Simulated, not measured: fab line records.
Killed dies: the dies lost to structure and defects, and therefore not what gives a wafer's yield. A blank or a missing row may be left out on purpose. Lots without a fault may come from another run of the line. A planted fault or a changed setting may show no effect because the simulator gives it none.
Matching of chambers	flow n5_finfet	rie_diel-06 running N5_BEOL_M12_DESCUM_15: 4 sister chambers
The step chemistry O2, time 7.9 s. 16 wafers are shown with their chamber, then 8 later ones without.

WAFERS WITH THEIR CHAMBER
wafer	chamber	throttle_valve_pct (%)	drypump_motor_current_A (A)	showerhead_plenum_p_Torr (Torr)
L075.3	0	20.60	5.8	2.10
L075.5	2	20.91	6.9	2.07
L075.6	0	20.59	5.7	2.10
L077.1	0	20.59	5.7	2.09
L077.5	0	20.59	5.7	2.09
L077.6	3	20.33	5.5	2.10
L083.1	2	20.91	6.8	2.07
L083.2	0	20.60	5.7	2.09
L083.5	2	20.92	6.8	2.07
L087.3	3	20.35	5.4	2.10
L087.5	3	20.33	5.4	2.10
L087.6	0	20.62	5.7	2.09
L085.2	2	20.94	6.8	2.06
L085.5	1	20.74	5.7	2.01
L085.6	2	20.96	6.9	2.06
L090.1	3	20.34	5.4	2.10

SIGNATURES, as means of the wafers listed above
reading	chamber 0	chamber 1	chamber 2	chamber 3	scatter within a chamber
throttle_valve_pct	20.5983	20.7400	20.9280	20.3375	0.0154
drypump_motor_current_A	5.717	5.700	6.840	5.425	0.0482
showerhead_plenum_p_Torr	2.0933	2.0100	2.0660	2.1000	0.00459
Rule: distance of a wafer from a chamber = root of the sum over the readings of ((wafer's reading minus chamber's mean) / reading's scatter) squared. The wafer belongs to the nearest chamber; if the next one is less than 2 further off, it can't be placed. The scatter: take each reading less its chamber's mean, square it, sum over the shown wafers, divide by the number of wafers less the number of chambers, and take the root.

WAFERS WITH NO CHAMBER GIVEN
wafer	throttle_valve_pct (%)	drypump_motor_current_A (A)	showerhead_plenum_p_Torr (Torr)
L090.4	20.75	5.7	2.01
L090.5	20.64	5.8	2.08
L089.1	20.63	5.8	2.08
L089.4	20.96	6.8	2.06
L089.6	20.63	5.8	2.08
L091.1	20.78	5.7	2.00
L091.4	20.63	5.8	2.08
L091.5	20.36	5.4	2.09

WHICH CHAMBER EACH ONE RAN IN
wafer	from the rows above	in truth
L090.4	1	1
L090.5	0	0
L089.1	0	0
L089.4	2	2
L089.6	0	0
L091.1	1	1
L091.4	0	0
L091.5	3	3
Correct placement for 8 of the 8. Number that these rows cannot place: 0. Placed wrongly: 0.
